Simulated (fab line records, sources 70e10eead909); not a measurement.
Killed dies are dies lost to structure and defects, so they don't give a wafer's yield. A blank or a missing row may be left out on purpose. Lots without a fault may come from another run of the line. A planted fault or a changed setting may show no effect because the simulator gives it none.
Which tool did it? | flow nand_harc | 24 lots, 72 wafers sampled, at 6 steps of a route of 1302

WHAT THE GAUGES READ, wafer by wafer
The record holds no reading of a measuring or inspecting step that can be judged against a usual standard deviation.

WHICH TOOL RAN EACH LOT (tool, then ch and the chambers of the sampled wafers, then the start)
lot  | NHARC_A_STAIRCASE_DESCUM_186       | NHARC_A_STAIRCASE_ETCH_190                    | NHARC_A_STAIRCASE_ETCH_199                    | NHARC_A_STAIRCASE_STRIP_205          | NHARC_A_STAIRCASE_ETCH_221     | NHARC_A_STAIRCASE_ETCH_234
L074 | rie_diel-01 ch 2,3, day 16 04:02   | rie_diel-01 ch 1,2,3, day 16 06:51 or earlier | rie_diel-01 ch 0,1,2, day 16 06:51 or earlier | plasma_asher-01 ch 1, day 16 06:51   | rie_diel-01 ch 1,3, no start   | rie_diel-06 ch 2,3, no start
L075 | rie_diel-08 ch 0,3, day 16 09:58   | rie_diel-06 ch 1,2,3, day 16 12:20 or earlier | rie_diel-01 ch 0,1,2, day 16 12:20 or earlier | plasma_asher-02 ch 0, day 16 12:20   | rie_diel-06 ch 0,1, no start   | rie_diel-06 ch 1,3, no start
L076 | rie_diel-01 ch 0,1,2, day 16 14:10 | rie_diel-01 ch 0,3, day 16 16:19 or earlier   | rie_diel-01 ch 1,2,3, day 16 16:19 or earlier | plasma_asher-01 ch 0,1, day 16 16:19 | rie_diel-06 ch 0,3, no start   | rie_diel-06 ch 0,2,3, no start
L077 | rie_diel-06 ch 0,1,3, day 16 23:31 | rie_diel-06 ch 2,3, day 17 01:48 or earlier   | rie_diel-08 ch 0,1,3, day 17 01:48 or earlier | plasma_asher-02 ch 0,1, day 17 01:48 | rie_diel-06 ch 0,2,3, no start | rie_diel-08 ch 0,1,2, no start
L078 | rie_diel-06 ch 1,2,3, day 17 07:44 | rie_diel-06 ch 2,3, day 17 10:04 or earlier   | rie_diel-06 ch 0,2,3, day 17 10:04 or earlier | plasma_asher-01 ch 0,1, day 17 10:04 | rie_diel-06 ch 0,1,3, no start | rie_diel-08 ch 1,3, no start
L079 | rie_diel-06 ch 0,2,3, day 17 09:07 | rie_diel-06 ch 0,1,2, day 17 16:18 or earlier | rie_diel-06 ch 0,3, day 17 16:18 or earlier   | plasma_asher-01 ch 0,1, day 17 16:18 | rie_diel-01 ch 0,1, no start   | rie_diel-06 ch 2,3, no start
L080 | rie_diel-08 ch 1,2,3, day 17 22:43 | rie_diel-08 ch 0,2,3, day 18 00:53 or earlier | rie_diel-08 ch 1,2,3, day 18 00:53 or earlier | plasma_asher-01 ch 0,1, day 18 00:53 | rie_diel-01 ch 0,1,2, no start | rie_diel-08 ch 0,1,2, no start
L081 | rie_diel-01 ch 0,1,2, day 18 18:23 | rie_diel-01 ch 0,1,3, day 18 20:33 or earlier | rie_diel-06 ch 1,2, day 18 20:33 or earlier   | plasma_asher-01 ch 0,1, day 18 20:33 | rie_diel-01 ch 1,2,3, no start | rie_diel-06 ch 0,1,3, no start
L082 | rie_diel-06 ch 1,2,3, day 19 07:38 | rie_diel-06 ch 0,1,2, day 19 13:14 or earlier | rie_diel-01 ch 0,1, day 19 13:14 or earlier   | plasma_asher-02 ch 0,1, day 19 13:14 | rie_diel-01 ch 0,1,2, no start | rie_diel-01 ch 2,3, no start
L083 | rie_diel-06 ch 0,3, day 20 03:53   | rie_diel-06 ch 1,2, day 20 06:03 or earlier   | rie_diel-06 ch 0,1,2, day 20 06:03 or earlier | plasma_asher-01 ch 0,1, day 20 06:03 | rie_diel-06 ch 0,2,3, no start | rie_diel-08 ch 0,2, no start
L085 | rie_diel-06 ch 0,1,3, day 20 12:12 | rie_diel-06 ch 0,2,3, day 20 14:26 or earlier | rie_diel-06 ch 1,2,3, day 20 14:26 or earlier | plasma_asher-02 ch 0,1, day 20 14:26 | rie_diel-01 ch 0,2,3, no start | rie_diel-01 ch 1,2,3, no start
L084 | rie_diel-06 ch 1,2,3, day 20 14:47 | rie_diel-06 ch 0,2, day 20 17:03 or earlier   | rie_diel-06 ch 1,2,3, day 20 17:03 or earlier | plasma_asher-01 ch 0,1, day 20 17:03 | rie_diel-06 ch 0,2, no start   | rie_diel-01 ch 0,1,3, no start
L086 | rie_diel-01 ch 1,2,3, day 20 15:21 | rie_diel-01 ch 0,1,2, day 20 17:49 or earlier | rie_diel-08 ch 0,2, day 20 17:49 or earlier   | plasma_asher-02 ch 0,1, day 20 17:49 | rie_diel-01 ch 0,2,3, no start | rie_diel-01 ch 0,1,2, no start
L088 | rie_diel-08 ch 1,3, day 21 19:59   | rie_diel-08 ch 0,1, day 21 23:02 or earlier   | rie_diel-08 ch 1,2,3, day 21 23:02 or earlier | plasma_asher-02 ch 0,1, day 21 23:02 | rie_diel-01 ch 1,3, no start   | rie_diel-06 ch 1,3, no start
L087 | rie_diel-06 ch 0,1, day 21 23:36   | rie_diel-06 ch 0,1,3, day 22 02:19 or earlier | rie_diel-08 ch 1,2,3, day 22 02:19 or earlier | plasma_asher-01 ch 0,1, day 22 02:19 | rie_diel-01 ch 1,2, no start   | rie_diel-06 ch 0,1,3, no start
L089 | rie_diel-01 ch 1,3, day 22 10:40   | rie_diel-01 ch 0,1, day 22 12:55 or earlier   | rie_diel-01 ch 0,1,2, day 22 12:55 or earlier | plasma_asher-01 ch 1, day 22 12:55   | rie_diel-01 ch 1,2, no start   | rie_diel-01 ch 1,2,3, no start
L091 | rie_diel-08 ch 0,1,2, day 23 01:57 | rie_diel-08 ch 2,3, day 23 05:05 or earlier   | rie_diel-08 ch 1,2,3, day 23 05:05 or earlier | plasma_asher-02 ch 0,1, day 23 05:05 | rie_diel-08 ch 0,1,3, no start | rie_diel-08 ch 2,3, no start
L090 | rie_diel-08 ch 0,1, day 23 03:23   | rie_diel-08 ch 0,1,2, day 23 06:57 or earlier | rie_diel-01 ch 2,3, day 23 06:57 or earlier   | plasma_asher-01 ch 0,1, day 23 06:57 | rie_diel-08 ch 2,3, no start   | rie_diel-08 ch 0,1,3, no start
L092 | rie_diel-06 ch 0,1,3, day 23 06:35 | rie_diel-06 ch 0,1,3, day 23 12:56 or earlier | rie_diel-06 ch 0,1,3, day 23 12:56 or earlier | plasma_asher-02 ch 0,1, day 23 12:56 | rie_diel-06 ch 0,1,3, no start | rie_diel-01 ch 1,2,3, no start
L093 | rie_diel-08 ch 0,1,2, day 23 15:51 | rie_diel-08 ch 0,2,3, day 23 18:44 or earlier | rie_diel-06 ch 0,1,3, day 23 18:44 or earlier | plasma_asher-02 ch 0,1, day 23 18:44 | rie_diel-06 ch 0,1, no start   | rie_diel-01 ch 1,2, no start
L094 | rie_diel-01 ch 0,1,3, day 24 04:41 | rie_diel-01 ch 0,1,3, day 24 06:58 or earlier | rie_diel-08 ch 0,1,3, day 24 06:58 or earlier | plasma_asher-01 ch 0,1, day 24 06:58 | rie_diel-08 ch 0,3, no start   | rie_diel-06 ch 0,1, no start
L096 | rie_diel-06 ch 1,2,3, day 24 19:14 | rie_diel-06 ch 0,2,3, day 24 21:41 or earlier | rie_diel-06 ch 1,2,3, day 24 21:41 or earlier | plasma_asher-02 ch 0,1, day 24 21:41 | rie_diel-01 ch 0,2,3, no start | rie_diel-01 ch 0,1,2, no start
L095 | rie_diel-06 ch 1,3, day 24 19:28   | rie_diel-06 ch 0,1,2, day 24 22:20 or earlier | rie_diel-01 ch 1,2,3, day 24 22:20 or earlier | plasma_asher-01 ch 0, day 24 22:20   | rie_diel-06 ch 2,3, no start   | rie_diel-06 ch 0,2,3, no start
L097 | rie_diel-01 ch 0,1,3, day 25 16:29 | rie_diel-01 ch 0,3, day 25 18:40 or earlier   | rie_diel-08 ch 0,2,3, day 25 18:40 or earlier | plasma_asher-01 ch 0,1, day 25 18:40 | rie_diel-08 ch 1,2,3, no start | rie_diel-06 ch 0,1, no start
- NHARC_A_STAIRCASE_DESCUM_186: chemistry O2, time 3 s.
- NHARC_A_STAIRCASE_ETCH_190: etches the open film in C4F8/O2, target depth 100 nm, time 40.5 s.
- NHARC_A_STAIRCASE_ETCH_199: etches the open film in C4F8/O2, target depth 100 nm, time 40.5 s.
- NHARC_A_STAIRCASE_STRIP_205: strips in O2.
- NHARC_A_STAIRCASE_ETCH_221: etches the open film in C4F8/O2, target depth 100 nm, time 40.5 s.
- NHARC_A_STAIRCASE_ETCH_234: etches the open film in C4F8/O2, target depth 100 nm, time 40.5 s.

WHAT THE TOOLS THEMSELVES READ (means of the sampled wafers that have a number; where no wafer has one, the mark that the record gives instead)
NHARC_A_STAIRCASE_DESCUM_186. Usual: drypump_motor_current_A 5.3 A, standard deviation 0.48; mfc_ar_sccm 0.009 sccm, standard deviation 0.012; oes_product_au 1.001 a.u., standard deviation 0.0094; rf_vpp_V 57.7 V, standard deviation 0.92; showerhead_plenum_p_Torr 1.89 Torr, standard deviation 0.11; throttle_valve_pct 11.310 %, standard deviation 0.0092.
lot  | tool        | drypump_motor_current_A (A) | mfc_ar_sccm (sccm) | oes_product_au (a.u.) | rf_vpp_V (V) | showerhead_plenum_p_Torr (Torr) | throttle_valve_pct (%) | flag
L074 | rie_diel-01 | 5.6                         | 0.003              | 1.008                 | 57.6         | 1.88                            | 11.316                 |
L075 | rie_diel-08 | 5.1                         | 0.015              | 1.002                 | 58.1         | 1.91                            | 11.318                 |
L076 | rie_diel-01 | 6.1                         | 0.018              | 1.002                 | 57.7         | 1.90                            | 11.313                 |
L077 | rie_diel-06 | 5.3                         | 0.009              | 0.993                 | 58.1         | 1.87                            | 11.305                 |
L078 | rie_diel-06 | 5.0                         | 0.009              | 1.007                 | 58.8         | 1.87                            | 11.312                 |
L079 | rie_diel-06 | 5.1                         | 0.009              | 1.004                 | 57.4         | 1.78                            | 11.310                 |
L080 | rie_diel-08 | 5.0                         | 0.000              | 0.995                 | 57.8         | 1.93                            | 11.309                 |
L081 | rie_diel-01 | 6.1                         | 0.018              | 0.996                 | 57.8         | 1.89                            | 11.302                 |
L082 | rie_diel-06 | 4.9                         | 0.009              | 1.003                 | 57.4         | 1.87                            | 11.309                 |
L083 | rie_diel-06 | 5.4                         | 0.009              | 1.012                 | 57.8         | 1.78                            | 11.309                 |
L085 | rie_diel-06 | 5.3                         | 0.009              | 1.010                 | 57.9         | 1.86                            | 11.311                 |
L084 | rie_diel-06 | 5.0                         | 0.009              | 1.009                 | 57.6         | 1.86                            | 11.302                 |
L086 | rie_diel-01 | 5.9                         | 0.012              | 0.999                 | 57.2         | 1.87                            | 11.315                 |
L088 | rie_diel-08 | 5.1                         | 0.000              | 0.995                 | 57.3         | 2.00                            | 11.306                 |
L087 | rie_diel-06 | 5.3                         | 0.000              | 0.991                 | 59.0         | 2.05                            | 11.315                 |
L089 | rie_diel-01 | 5.6                         | 0.013              | 1.011                 | 57.8         | 1.83                            | 11.310                 |
L091 | rie_diel-08 | 4.9                         | 0.008              | 1.000                 | 58.2         | 1.85                            | 11.309                 |
L090 | rie_diel-08 | 5.0                         | 0.015              | 1.008                 | 57.8         | 1.86                            | 11.309                 |
L092 | rie_diel-06 | 5.3                         | 0.009              | 1.007                 | 57.5         | 1.96                            | 11.314                 |
L093 | rie_diel-08 | 4.9                         | 0.008              | 0.999                 | 57.8         | 1.84                            | 11.313                 |
L094 | rie_diel-01 | 5.9                         | 0.020              | 0.999                 | 57.5         | 1.84                            | 11.307                 |
L096 | rie_diel-06 | 5.0                         | 0.009              | 1.001                 | 58.0         | 1.96                            | 11.309                 |
L095 | rie_diel-06 | 5.1                         | 0.009              | 0.996                 | 57.7         | 1.94                            | 11.309                 |
L097 | rie_diel-01 | 5.8                         | 0.020              | 1.004                 | 57.7         | 1.84                            | 11.318                 |

NHARC_A_STAIRCASE_ETCH_190. Usual: oes_product_au 0.944 a.u., standard deviation 0.012; rf_fwd_power_W 592 W, standard deviation 3; rf_vpp_V 894 V, standard deviation 6.9.
lot  | tool        | oes_product_au (a.u.) | rf_fwd_power_W (W) | rf_vpp_V (V) | flag
L074 | rie_diel-01 | 0.945                 | 592                | 893          |
L075 | rie_diel-06 | 0.948                 | 594                | 894          |
L076 | rie_diel-01 | 0.948                 | 593                | 893          |
L077 | rie_diel-06 | 0.967                 | 593                | 889          |
L078 | rie_diel-06 | 0.958                 | 595                | 887          |
L079 | rie_diel-06 | 0.931                 | 590                | 893          |
L080 | rie_diel-08 | 0.931                 | 595                | 895          |
L081 | rie_diel-01 | 0.946                 | 592                | 892          |
L082 | rie_diel-06 | 0.954                 | 590                | 892          |
L083 | rie_diel-06 | 0.941                 | 590                | 898          |
L085 | rie_diel-06 | 0.955                 | 594                | 887          |
L084 | rie_diel-06 | 0.939                 | 592                | 886          |
L086 | rie_diel-01 | 0.947                 | 593                | 894          |
L088 | rie_diel-08 | 0.960                 | 593                | 892          |
L087 | rie_diel-06 | 0.938                 | 591                | 899          |
L089 | rie_diel-01 | 0.946                 | 594                | 893          |
L091 | rie_diel-08 | 0.954                 | 595                | 894          |
L090 | rie_diel-08 | 0.931                 | 594                | 891          |
L092 | rie_diel-06 | 0.933                 | 592                | 899          |
L093 | rie_diel-08 | 0.950                 | 593                | 895          |
L094 | rie_diel-01 | 0.952                 | 593                | 891          |
L096 | rie_diel-06 | 0.937                 | 590                | 899          |
L095 | rie_diel-06 | 0.935                 | 590                | 905          |
L097 | rie_diel-01 | 0.938                 | 591                | 891          |

NHARC_A_STAIRCASE_ETCH_199. Usual: oes_product_au 0.947 a.u., standard deviation 0.015; rf_fwd_power_W 592.0 W, standard deviation 2.9; rf_vpp_V 895 V, standard deviation 6.5.
lot  | tool        | oes_product_au (a.u.) | rf_fwd_power_W (W) | rf_vpp_V (V) | flag
L074 | rie_diel-01 | 0.942                 | 595.5              | 895          |
L075 | rie_diel-01 | 0.957                 | 592.7              | 894          |
L076 | rie_diel-01 | 0.943                 | 591.8              | 894          |
L077 | rie_diel-08 | 0.948                 | 593.6              | 898          |
L078 | rie_diel-06 | 0.944                 | 593.1              | 888          |
L079 | rie_diel-06 | 0.937                 | 591.0              | 889          |
L080 | rie_diel-08 | 0.937                 | 594.7              | 896          |
L081 | rie_diel-06 | 0.957                 | 587.1              | 898          |
L082 | rie_diel-01 | 0.968                 | 593.1              | 892          |
L083 | rie_diel-06 | 0.941                 | 592.0              | 892          |
L085 | rie_diel-06 | 0.950                 | 594.2              | 892          |
L084 | rie_diel-06 | 0.943                 | 592.5              | 892          |
L086 | rie_diel-08 | 0.943                 | 592.3              | 890          |
L088 | rie_diel-08 | 0.942                 | 593.2              | 896          |
L087 | rie_diel-08 | 0.932                 | 590.8              | 897          |
L089 | rie_diel-01 | 0.938                 | 593.3              | 894          |
L091 | rie_diel-08 | 0.931                 | 592.8              | 897          |
L090 | rie_diel-01 | 0.953                 | 592.6              | 893          |
L092 | rie_diel-06 | 0.945                 | 589.7              | 899          |
L093 | rie_diel-06 | 0.953                 | 590.2              | 899          |
L094 | rie_diel-08 | 0.964                 | 593.0              | 897          |
L096 | rie_diel-06 | 0.932                 | 593.2              | 899          |
L095 | rie_diel-01 | 0.961                 | 591.7              | 892          |
L097 | rie_diel-08 | 0.959                 | 591.6              | 894          |

NHARC_A_STAIRCASE_STRIP_205. Usual: drypump_motor_current_A 5.6 A, standard deviation 0.3; heater_power_w 348 W, standard deviation 30.
lot  | tool            | drypump_motor_current_A (A) | heater_power_w (W) | flag
L074 | plasma_asher-01 | 5.7                         | 330                |
L075 | plasma_asher-02 | 5.3                         | 410                |
L076 | plasma_asher-01 | 5.6                         | 332                |
L077 | plasma_asher-02 | 5.9                         | 374                |
L078 | plasma_asher-01 | 5.5                         | 322                |
L079 | plasma_asher-01 | 5.5                         | 328                |
L080 | plasma_asher-01 | 5.5                         | 327                |
L081 | plasma_asher-01 | 5.6                         | 329                |
L082 | plasma_asher-02 | 5.9                         | 365                |
L083 | plasma_asher-01 | 5.6                         | 326                |
L085 | plasma_asher-02 | 5.6                         | 383                |
L084 | plasma_asher-01 | 5.6                         | 324                |
L086 | plasma_asher-02 | 5.9                         | 375                |
L088 | plasma_asher-02 | 5.9                         | 368                |
L087 | plasma_asher-01 | 5.5                         | 326                |
L089 | plasma_asher-01 | 5.7                         | 327                |
L091 | plasma_asher-02 | 5.6                         | 387                |
L090 | plasma_asher-01 | 5.6                         | 321                |
L092 | plasma_asher-02 | 5.8                         | 375                |
L093 | plasma_asher-02 | 5.6                         | 387                |
L094 | plasma_asher-01 | 5.6                         | 329                |
L096 | plasma_asher-02 | 5.9                         | 367                |
L095 | plasma_asher-01 | 5.4                         | 326                |
L097 | plasma_asher-01 | 5.5                         | 323                |

NHARC_A_STAIRCASE_ETCH_221. Usual: oes_product_au 0.940 a.u., standard deviation 0.016; rf_fwd_power_W 592 W, standard deviation 3.1; rf_vpp_V 894 V, standard deviation 6.2.
lot  | tool        | oes_product_au (a.u.) | rf_fwd_power_W (W) | rf_vpp_V (V) | flag
L074 | rie_diel-01 | 0.962                 | 592                | 892          |
L075 | rie_diel-06 | 0.939                 | 590                | 898          |
L076 | rie_diel-06 | 0.957                 | 591                | 889          |
L077 | rie_diel-06 | 0.951                 | 592                | 887          |
L078 | rie_diel-06 | 0.924                 | 593                | 893          |
L079 | rie_diel-01 | 0.929                 | 593                | 892          |
L080 | rie_diel-01 | 0.943                 | 595                | 895          |
L081 | rie_diel-01 | 0.944                 | 592                | 894          |
L082 | rie_diel-01 | 0.947                 | 594                | 895          |
L083 | rie_diel-06 | 0.927                 | 591                | 887          |
L085 | rie_diel-01 | 0.923                 | 593                | 894          |
L084 | rie_diel-06 | 0.948                 | 589                | 886          |
L086 | rie_diel-01 | 0.947                 | 592                | 894          |
L088 | rie_diel-01 | 0.953                 | 592                | 890          |
L087 | rie_diel-01 | 0.924                 | 592                | 896          |
L089 | rie_diel-01 | 0.927                 | 591                | 893          |
L091 | rie_diel-08 | 0.947                 | 594                | 896          |
L090 | rie_diel-08 | 0.912                 | 595                | 899          |
L092 | rie_diel-06 | 0.927                 | 591                | 900          |
L093 | rie_diel-06 | 0.932                 | 588                | 904          |
L094 | rie_diel-08 | 0.933                 | 595                | 900          |
L096 | rie_diel-01 | 0.948                 | 593                | 894          |
L095 | rie_diel-06 | 0.948                 | 595                | 899          |
L097 | rie_diel-08 | 0.948                 | 594                | 896          |

NHARC_A_STAIRCASE_ETCH_234. Usual: oes_product_au 0.945 a.u., standard deviation 0.013; rf_fwd_power_W 593 W, standard deviation 3; rf_vpp_V 895 V, standard deviation 6.7.
lot  | tool        | oes_product_au (a.u.) | rf_fwd_power_W (W) | rf_vpp_V (V) | flag
L074 | rie_diel-06 | 0.960                 | 593                | 889          |
L075 | rie_diel-06 | 0.960                 | 592                | 894          |
L076 | rie_diel-06 | 0.942                 | 592                | 888          |
L077 | rie_diel-08 | 0.937                 | 593                | 893          |
L078 | rie_diel-08 | 0.927                 | 595                | 899          |
L079 | rie_diel-06 | 0.955                 | 594                | 888          |
L080 | rie_diel-08 | 0.937                 | 594                | 893          |
L081 | rie_diel-06 | 0.955                 | 591                | 894          |
L082 | rie_diel-01 | 0.937                 | 593                | 896          |
L083 | rie_diel-08 | 0.938                 | 592                | 891          |
L085 | rie_diel-01 | 0.945                 | 592                | 893          |
L084 | rie_diel-01 | 0.945                 | 593                | 892          |
L086 | rie_diel-01 | 0.943                 | 594                | 894          |
L088 | rie_diel-06 | 0.949                 | 592                | 898          |
L087 | rie_diel-06 | 0.946                 | 591                | 899          |
L089 | rie_diel-01 | 0.943                 | 591                | 893          |
L091 | rie_diel-08 | 0.926                 | 595                | 893          |
L090 | rie_diel-08 | 0.941                 | 594                | 896          |
L092 | rie_diel-01 | 0.951                 | 593                | 892          |
L093 | rie_diel-01 | 0.929                 | 593                | 896          |
L094 | rie_diel-06 | 0.940                 | 588                | 904          |
L096 | rie_diel-01 | 0.951                 | 595                | 894          |
L095 | rie_diel-06 | 0.949                 | 595                | 900          |
L097 | rie_diel-06 | 0.955                 | 588                | 904          |

THE ANSWER, worked out from the rows above alone
Rule: a lot is off if the mean of its wafers that have a number lies more than 3 standard deviations from the usual mean. A lot without any number at a reading at which 4 lots or more have one is off too. The other lots that the step has rows for count as sound. The gauges are gone through in route order, then the tools' own readings, and for those a lot's mean is taken as printed above. The first step at which some lot is off is used, and at that step the reading that is off furthest; a lot without a number counts as furthest.
No lot is off at any reading shown: from this, nothing can be told.

WHAT THE SIMULATOR HAD PUT IN
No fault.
